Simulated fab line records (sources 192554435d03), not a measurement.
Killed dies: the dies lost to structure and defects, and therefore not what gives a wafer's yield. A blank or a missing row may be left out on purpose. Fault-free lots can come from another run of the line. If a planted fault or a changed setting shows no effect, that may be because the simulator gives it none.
Matching of chambers -- flow n5 finfet -- N5_PMOS_HMC_CHANNEL_EPI_HM_OPEN_15 on rie diel-06 has 4 sister chambers
The step chemistry CHF3/O2, target SiO2, target depth 40.6 nm, time 20.3 s. 8 wafers are shown with their chamber, then 7 later ones without.

== WAFERS PAIRED WITH THEIR CHAMBERS ==
wafer,chamber,drypump motor current A (A),showerhead plenum p Torr (Torr)
L074.4,1,6.0,2.26
L082.3,2,5.6,2.50
L082.4,1,6.0,2.25
L083.4,0,6.0,2.38
L085.2,2,5.6,2.50
L085.5,3,6.7,2.28
L090.1,0,6.0,2.37
L090.2,3,6.6,2.27

== WAFERS WITH NO CHAMBER GIVEN ==
wafer,drypump motor current A (A),showerhead plenum p Torr (Torr)
L090.4,6.0,2.37
L091.1,5.6,2.50
L091.3,6.0,2.25
L091.4,6.0,2.37
L096.1,5.6,2.49
L096.2,6.6,2.27
L096.6,6.0,2.37

== EACH ONE'S CHAMBER ==
wafer,from the rows above,in truth
L090.4,0,0
L091.1,2,2
L091.3,1,1
L091.4,0,0
L096.1,2,2
L096.2,3,3
L096.6,0,0
Placed correctly: 7 of 7. Not placeable from these rows: 0. Number placed wrongly: 0.
How it was worked out, from the rows above alone: a wafer's distance from a chamber is the root of the sum, over the readings, of the square of ((its reading less the chamber's mean) divided by the reading's scatter). If the next closest chamber is less than 2 further off than the closest, the wafer can't be placed; otherwise it belongs to the closest. The mean given for a chamber averages the wafers shown for that chamber. How the scatter is found: for the shown wafers, subtract from each reading the mean of its chamber, square and add these, divide the total by (wafers less chambers), then take the root.
